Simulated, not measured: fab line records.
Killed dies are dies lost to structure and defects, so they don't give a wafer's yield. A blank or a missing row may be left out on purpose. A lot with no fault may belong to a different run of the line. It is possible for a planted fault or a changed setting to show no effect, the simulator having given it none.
Matching of chambers :: flow nand-harc :: NHARC_A_CHANNEL_FILL_D1_ALD_25 on ald-hk-04 has 3 sister chambers
The step deposits SiOx, target thk 60 nm, pulse time 10 s, ald cycles 600. 16 wafers are shown with their chamber, then 7 later ones without.

## EACH WAFER AND ITS CHAMBER
wafer: L074.2
chamber: 0
heater-power-w (W): 431
precursor-pulse-height-rel: 1.039

wafer: L074.4
chamber: 3
heater-power-w (W): 441
precursor-pulse-height-rel: 1.000

wafer: L074.6
chamber: 2
heater-power-w (W): 501
precursor-pulse-height-rel: 1.017

wafer: L076.1
chamber: 3
heater-power-w (W): 429
precursor-pulse-height-rel: 1.018

wafer: L076.2
chamber: 2
heater-power-w (W): 492
precursor-pulse-height-rel: 0.981

wafer: L076.6
chamber: 3
heater-power-w (W): 444
precursor-pulse-height-rel: 1.014

wafer: L080.1
chamber: 0
heater-power-w (W): 438
precursor-pulse-height-rel: 1.059

wafer: L080.2
chamber: 3
heater-power-w (W): 432
precursor-pulse-height-rel: 1.008

wafer: L080.4
chamber: 2
heater-power-w (W): 482
precursor-pulse-height-rel: 0.998

wafer: L087.1
chamber: 3
heater-power-w (W): 432
precursor-pulse-height-rel: 1.029

wafer: L087.5
chamber: 2
heater-power-w (W): 483
precursor-pulse-height-rel: 0.976

wafer: L087.6
chamber: 3
heater-power-w (W): 442
precursor-pulse-height-rel: 0.999

wafer: L089.2
chamber: 3
heater-power-w (W): 442
precursor-pulse-height-rel: 1.016

wafer: L089.5
chamber: 3
heater-power-w (W): 435
precursor-pulse-height-rel: 1.025

wafer: L089.6
chamber: 2
heater-power-w (W): 482
precursor-pulse-height-rel: 1.023

wafer: L090.2
chamber: 3
heater-power-w (W): 437
precursor-pulse-height-rel: 1.000

SIGNATURES, as means of the wafers listed above
reading: heater-power-w
chamber 0: 434.50
chamber 2: 488.00
chamber 3: 437.11
scatter within a chamber: 6.44

reading: precursor-pulse-height-rel
chamber 0: 1.04900
chamber 2: 0.99900
chamber 3: 1.01211
scatter within a chamber: 0.015
Rule: for a wafer and a chamber, the distance is found by dividing, reading by reading, the gap between the wafer's reading and the chamber's mean by the reading's scatter, squaring, summing and taking the root. The wafer belongs to the nearest chamber; if the next one is less than 2 further off, it can't be placed. How the scatter is found: for the shown wafers, subtract from each reading the mean of its chamber, square and add these, divide the total by (wafers less chambers), then take the root.

## WAFERS WHOSE CHAMBER IS MISSING
wafer: L090.4
heater-power-w (W): 487
precursor-pulse-height-rel: 0.984

wafer: L090.5
heater-power-w (W): 487
precursor-pulse-height-rel: 0.986

wafer: L093.2
heater-power-w (W): 438
precursor-pulse-height-rel: 0.994

wafer: L093.1
heater-power-w (W): 491
precursor-pulse-height-rel: 0.971

wafer: L093.6
heater-power-w (W): 433
precursor-pulse-height-rel: 0.985

wafer: L097.4
heater-power-w (W): 481
precursor-pulse-height-rel: 1.006

wafer: L097.6
heater-power-w (W): 436
precursor-pulse-height-rel: 1.024

## EACH ONE'S CHAMBER
wafer: L090.4
from the rows above: 2
in truth: 2

wafer: L090.5
from the rows above: 2
in truth: 2

wafer: L093.2
from the rows above: 3
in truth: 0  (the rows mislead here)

wafer: L093.1
from the rows above: 2
in truth: 2

wafer: L093.6
from the rows above: 3
in truth: 3

wafer: L097.4
from the rows above: 2
in truth: 2

wafer: L097.6
from the rows above: can't be placed: 3 or 0
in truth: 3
Placed correctly: 5 of 7. Not placeable from these rows: 1 (in 1, the candidates include the true chamber). Number placed wrongly: 1.
